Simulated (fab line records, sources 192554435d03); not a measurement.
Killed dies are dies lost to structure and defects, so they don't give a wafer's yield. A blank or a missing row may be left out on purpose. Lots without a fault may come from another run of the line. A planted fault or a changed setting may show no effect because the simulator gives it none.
Which tool did it? | flow n5_finfet | 24 lots, 72 wafers sampled, at 6 steps of a route of 1938

WHAT THE GAUGES READ, wafer by wafer
N5_BEOL_M12_INSPECT_30: inspects for defects (macro). Usual: raw_defect_count 2.2, standard deviation 1.5.
lot  | measured     | on                | raw_defect_count | flag
L075 | day 11 11:59 | defect_inspect-01 | 2 1 6            |
L074 | day 11 19:10 | defect_inspect-01 | 2 0 1            |
L076 | day 12 02:52 | defect_inspect-01 | 1 3 1            |
L080 | day 12 15:12 | defect_inspect-02 | 4 2 4            |
L078 | day 12 19:11 | defect_inspect-02 | 3 2 6            |
L077 | day 12 20:42 | defect_inspect-02 | 4 2 1            |
L079 | day 13 04:04 | defect_inspect-01 | 3 1 3            |
L081 | day 13 20:47 | defect_inspect-02 | 2 1 4            |
L082 | day 13 22:05 | defect_inspect-01 | 1 2 1            |
L083 | day 14 13:06 | defect_inspect-02 | 2 1 1            |
L084 | day 14 15:25 | defect_inspect-01 | 2 1 2            |
L086 | day 15 08:45 | defect_inspect-02 | 4 2 7            |
L085 | day 15 08:53 | defect_inspect-01 | 3 2 5            |
L088 | day 15 16:17 | defect_inspect-01 | 3 1 3            |
L089 | day 16 00:01 | defect_inspect-02 | 2 0 2            |
L087 | day 16 02:47 | defect_inspect-01 | 1 1 0            |
L093 | day 16 05:35 | defect_inspect-02 | 4 2 2            |
L091 | day 16 13:53 | defect_inspect-01 | 4 4 3            |
L090 | day 16 18:12 | defect_inspect-02 | 1 3 0            |
L092 | day 17 00:53 | defect_inspect-01 | 4 4 3            |
L094 | day 17 01:11 | defect_inspect-02 | 2 3 4            |
L095 | day 17 01:39 | defect_inspect-02 | 1 1 0            |
L096 | day 18 02:43 | defect_inspect-02 | 4 3 4            |
L097 | day 18 21:55 | defect_inspect-01 | 2 1 1            |

N5_BEOL_M13_OCD_MEAS_35. Usual: trench_depth_nm 411 nm, standard deviation 7.1.
lot  | measured     | on     | trench_depth_nm (nm) | flag
L075 | day 11 18:07 | ocd-01 | 418 407 406          |
L074 | day 12 01:21 | ocd-02 | 406 413 404          |
L076 | day 12 08:08 | ocd-01 | 417 407 413          |
L080 | day 12 22:06 | ocd-02 | 407 416 423          |
L078 | day 13 01:23 | ocd-02 | 408 426 402          |
L077 | day 13 03:48 | ocd-02 | 406 418 414          |
L079 | day 13 11:17 | ocd-02 | 406 418 404          |
L081 | day 14 06:14 | ocd-02 | 409 425 421          |
L082 | day 14 07:28 | ocd-02 | 407 410 414          |
L083 | day 14 17:46 | ocd-02 | 408 398 408          |
L084 | day 14 22:38 | ocd-02 | 404 404 412          |
L086 | day 15 14:15 | ocd-02 | 414 409 402          |
L085 | day 15 14:34 | ocd-02 | 407 400 412          |
L088 | day 16 00:17 | ocd-01 | 408 414 414          |
L089 | day 16 05:58 | ocd-01 | 412 426 414          |
L087 | day 16 08:31 | ocd-01 | 423 401 423          |
L093 | day 16 15:04 | ocd-01 | 417 416 415          |
L091 | day 16 18:41 | ocd-02 | 412 411 413          |
L090 | day 17 03:17 | ocd-02 | 406 404 420          |
L092 | day 17 11:40 | ocd-01 | 401 401 418          |
L094 | day 17 12:43 | ocd-02 | 414 417 415          |
L095 | day 17 13:07 | ocd-01 | 417 411 413          |
L096 | day 18 09:43 | ocd-01 | 410 407 412          |
L097 | day 19 02:55 | ocd-01 | 418 414 417          |

N5_BEOL_M13_INSPECT_55: inspects for defects (darkfield). Usual: raw_defect_count 75, standard deviation 27.
lot  | measured     | on                | raw_defect_count | flag
L075 | day 11 20:38 | defect_inspect-01 | 53 90 62         |
L074 | day 12 05:26 | defect_inspect-02 | 64 67 74         |
L076 | day 12 13:50 | defect_inspect-01 | 75 99 67         |
L080 | day 13 00:25 | defect_inspect-01 | 77 68 67         |
L078 | day 13 07:55 | defect_inspect-02 | 64 44 66         |
L077 | day 13 08:11 | defect_inspect-01 | 53 49 93         |
L079 | day 13 17:53 | defect_inspect-02 | 89 97 88         |
L081 | day 14 08:45 | defect_inspect-01 | 57 39 66         |
L082 | day 14 12:29 | defect_inspect-02 | 72 80 86         |
L083 | day 14 21:55 | defect_inspect-02 | 65 68 53         |
L084 | day 15 01:41 | defect_inspect-01 | 80 81 104        |
L086 | day 15 15:50 | defect_inspect-01 | 70 97 100        |
L085 | day 15 21:19 | defect_inspect-01 | 113 93 210       |
L088 | day 16 03:14 | defect_inspect-02 | 60 49 67         |
L089 | day 16 13:17 | defect_inspect-01 | 81 100 86        |
L087 | day 16 14:19 | defect_inspect-01 | 125 55 122       |
L093 | day 16 16:52 | defect_inspect-01 | 90 102 67        |
L091 | day 16 21:40 | defect_inspect-01 | 41 60 47         |
L090 | day 17 09:58 | defect_inspect-02 | 36 65 90         |
L092 | day 17 13:47 | defect_inspect-02 | 60 54 34         |
L094 | day 17 16:49 | defect_inspect-01 | 95 92 84         |
L095 | day 17 17:29 | defect_inspect-02 | 39 51 55         |
L096 | day 18 12:22 | defect_inspect-02 | 90 56 63         |
L097 | day 19 05:22 | defect_inspect-02 | 91 65 68         |

N5_BEOL_M14_INSPECT_12: inspects for defects (macro). Usual: raw_defect_count 2.0, standard deviation 1.5.
lot  | measured     | on                | raw_defect_count | flag
L075 | day 11 21:20 | defect_inspect-01 | 2 1 0            |
L074 | day 12 06:08 | defect_inspect-01 | 0 3 0            |
L076 | day 12 14:25 | defect_inspect-02 | 1 1 1            |
L080 | day 13 01:13 | defect_inspect-01 | 1 1 1            |
L078 | day 13 08:30 | defect_inspect-02 | 3 2 0            |
L077 | day 13 08:46 | defect_inspect-02 | 2 1 0            |
L079 | day 13 18:28 | defect_inspect-02 | 2 2 0            |
L081 | day 14 09:28 | defect_inspect-02 | 3 0 2            |
L082 | day 14 13:12 | defect_inspect-01 | 4 1 7            |
L083 | day 14 22:38 | defect_inspect-01 | 2 4 2            |
L084 | day 15 02:16 | defect_inspect-01 | 1 6 0            |
L086 | day 15 16:25 | defect_inspect-01 | 2 3 0            |
L085 | day 15 21:54 | defect_inspect-01 | 6 5 2            |
L088 | day 16 03:50 | defect_inspect-01 | 3 2 1            |
L089 | day 16 13:53 | defect_inspect-02 | 3 2 1            |
L087 | day 16 14:55 | defect_inspect-01 | 4 1 2            |
L093 | day 16 17:35 | defect_inspect-02 | 6 1 0            |
L091 | day 16 22:16 | defect_inspect-02 | 1 0 5            |
L090 | day 17 10:37 | defect_inspect-01 | 2 2 3            |
L092 | day 17 14:27 | defect_inspect-01 | 3 1 0            |
L094 | day 17 17:25 | defect_inspect-01 | 2 3 2            |
L095 | day 17 18:05 | defect_inspect-02 | 4 1 2            |
L096 | day 18 12:57 | defect_inspect-02 | 1 4 1            |
L097 | day 19 06:04 | defect_inspect-02 | 0 2 3            |

WHICH TOOL RAN EACH LOT (tool, then ch and the chambers of the sampled wafers, then the start)
lot  | N5_BEOL_M12_SPUTTER_44       | N5_BEOL_M14_ILD_DEP_00
L075 | pvd_sputter-03, day 11 14:47 | pecvd-01 ch 0,1,2, day 11 20:40
L074 | pvd_sputter-02, day 11 22:01 | pecvd-01 ch 0,1,2, day 12 05:28
L076 | pvd_sputter-01, day 12 04:47 | pecvd-01 ch 0,1,2, day 12 13:52
L080 | pvd_sputter-03, day 12 18:35 | pecvd-03 ch 0,2, day 13 00:28
L078 | pvd_sputter-03, day 12 22:04 | pecvd-03 ch 0,1,2, day 13 07:57
L077 | pvd_sputter-03, day 13 00:29 | pecvd-01 ch 0,1,2, day 13 08:13
L079 | pvd_sputter-01, day 13 07:19 | pecvd-01 ch 1,2, day 13 17:55
L081 | pvd_sputter-01, day 14 02:40 | pecvd-02 ch 1,2, day 14 08:47
L082 | pvd_sputter-03, day 14 03:27 | pecvd-03 ch 0,1,2, day 14 12:32
L083 | pvd_sputter-01, day 14 14:35 | pecvd-02 ch 0,2, day 14 21:57
L084 | pvd_sputter-01, day 14 18:42 | pecvd-02 ch 1,2, day 15 01:43
L086 | pvd_sputter-01, day 15 10:55 | pecvd-01 ch 0,2, day 15 15:52
L085 | pvd_sputter-01, day 15 11:21 | pecvd-03 ch 0,1,2, day 15 21:21
L088 | pvd_sputter-01, day 15 20:44 | pecvd-03 ch 0,2, day 16 03:17
L089 | pvd_sputter-02, day 16 02:09 | pecvd-02 ch 0,2, day 16 13:20
L087 | pvd_sputter-01, day 16 05:16 | pecvd-01 ch 1,2, day 16 14:22
L093 | pvd_sputter-03, day 16 11:45 | pecvd-01 ch 0,1,2, day 16 16:54
L091 | pvd_sputter-01, day 16 15:31 | pecvd-02 ch 0,2, day 16 21:43
L090 | pvd_sputter-02, day 16 23:55 | pecvd-02 ch 0,2, day 17 10:04
L092 | pvd_sputter-02, day 17 07:45 | pecvd-02 ch 0,2, day 17 13:54
L094 | pvd_sputter-03, day 17 08:09 | pecvd-03 ch 0,1,2, day 17 16:52
L095 | pvd_sputter-01, day 17 09:03 | pecvd-03 ch 1,2, day 17 17:32
L096 | pvd_sputter-02, day 18 06:32 | pecvd-03 ch 0,1,2, day 18 12:24
L097 | pvd_sputter-01, day 18 23:23 | pecvd-03 ch 0,1, day 19 05:24
- N5_BEOL_M12_SPUTTER_44: material Ta, target thk 10 nm, time 16.13 s.
- N5_BEOL_M14_ILD_DEP_00: deposits SiO2 from TEOS/O2, target thk 1119.3 nm, time 237.4 s.

WHAT THE TOOLS THEMSELVES READ (means of the sampled wafers that have a number; where no wafer has one, the mark that the record gives instead)
N5_BEOL_M12_SPUTTER_44. Usual: bias_v 79.9 V, standard deviation 0.82; throttle_valve_pct 30.6 %, standard deviation 1.3.
lot  | tool           | bias_v (V) | throttle_valve_pct (%) | flag
L075 | pvd_sputter-03 | 79.8       | 29.6                   |
L074 | pvd_sputter-02 | 80.3       | 29.0                   |
L076 | pvd_sputter-01 | 79.4       | 31.4                   |
L080 | pvd_sputter-03 | 80.3       | 29.7                   |
L078 | pvd_sputter-03 | 80.0       | 30.4                   |
L077 | pvd_sputter-03 | 79.1       | 29.3                   |
L079 | pvd_sputter-01 | 79.7       | 32.5                   |
L081 | pvd_sputter-01 | 79.6       | 30.5                   |
L082 | pvd_sputter-03 | 79.9       | 29.8                   |
L083 | pvd_sputter-01 | 80.1       | 31.4                   |
L084 | pvd_sputter-01 | 80.3       | 30.5                   |
L086 | pvd_sputter-01 | 79.7       | 31.5                   |
L085 | pvd_sputter-01 | 80.5       | 31.4                   |
L088 | pvd_sputter-01 | 80.8       | 31.8                   |
L089 | pvd_sputter-02 | 79.7       | 29.9                   |
L087 | pvd_sputter-01 | 80.1       | 31.7                   |
L093 | pvd_sputter-03 | 80.0       | 29.6                   |
L091 | pvd_sputter-01 | 79.9       | 31.4                   |
L090 | pvd_sputter-02 | 79.9       | 30.9                   |
L092 | pvd_sputter-02 | 80.3       | 29.8                   |
L094 | pvd_sputter-03 | 79.4       | 29.4                   |
L095 | pvd_sputter-01 | 79.1       | 30.4                   |
L096 | pvd_sputter-02 | 79.5       | 29.7                   |
L097 | pvd_sputter-01 | 79.9       | 30.6                   |

N5_BEOL_M14_ILD_DEP_00. Usual: heater_power_w 570 W, standard deviation 99; showerhead_plenum_p_Torr 8.33 Torr, standard deviation 0.045; throttle_valve_pct 18.3 %, standard deviation 0.56.
lot  | tool     | heater_power_w (W) | showerhead_plenum_p_Torr (Torr) | throttle_valve_pct (%) | flag
L075 | pecvd-01 | 504                | 8.35                            | 18.0                   |
L074 | pecvd-01 | 564                | 8.34                            | 18.1                   |
L076 | pecvd-01 | 538                | 8.34                            | 18.0                   |
L080 | pecvd-03 | 543                | 8.26                            | 18.3                   |
L078 | pecvd-03 | 574                | 8.30                            | 18.3                   |
L077 | pecvd-01 | 539                | 8.34                            | 18.0                   |
L079 | pecvd-01 | 532                | 8.31                            | 18.8                   |
L081 | pecvd-02 | 546                | 8.36                            | 18.0                   |
L082 | pecvd-03 | 605                | 8.30                            | 18.3                   |
L083 | pecvd-02 | 588                | 8.36                            | 18.3                   |
L084 | pecvd-02 | 578                | 8.37                            | 18.2                   |
L086 | pecvd-01 | 577                | 8.38                            | 17.4                   |
L085 | pecvd-03 | 597                | 8.29                            | 18.5                   |
L088 | pecvd-03 | 550                | 8.29                            | 18.1                   |
L089 | pecvd-02 | 646                | 8.36                            | 18.3                   |
L087 | pecvd-01 | 475                | 8.32                            | 19.0                   |
L093 | pecvd-01 | 494                | 8.35                            | 18.2                   |
L091 | pecvd-02 | 604                | 8.34                            | 18.6                   |
L090 | pecvd-02 | 639                | 8.37                            | 18.3                   |
L092 | pecvd-02 | 617                | 8.36                            | 18.6                   |
L094 | pecvd-03 | 590                | 8.31                            | 18.4                   |
L095 | pecvd-03 | 675                | 8.27                            | 18.3                   |
L096 | pecvd-03 | 534                | 8.31                            | 18.5                   |
L097 | pecvd-03 | 620                | 8.33                            | 18.3                   |

THE ANSWER, worked out from the rows above alone
Rule: a lot is off if the mean of its wafers that have a number lies more than 3 standard deviations from the usual mean. A lot without any number at a reading at which 4 lots or more have one is off too. The other lots that the step has rows for count as sound. The gauges are gone through in route order, then the tools' own readings, and for those a lot's mean is taken as printed above. The first step at which some lot is off is used, and at that step the reading that is off furthest; a lot without a number counts as furthest.
No lot is off at any reading shown: from this, nothing can be told.

WHAT THE SIMULATOR HAD PUT IN
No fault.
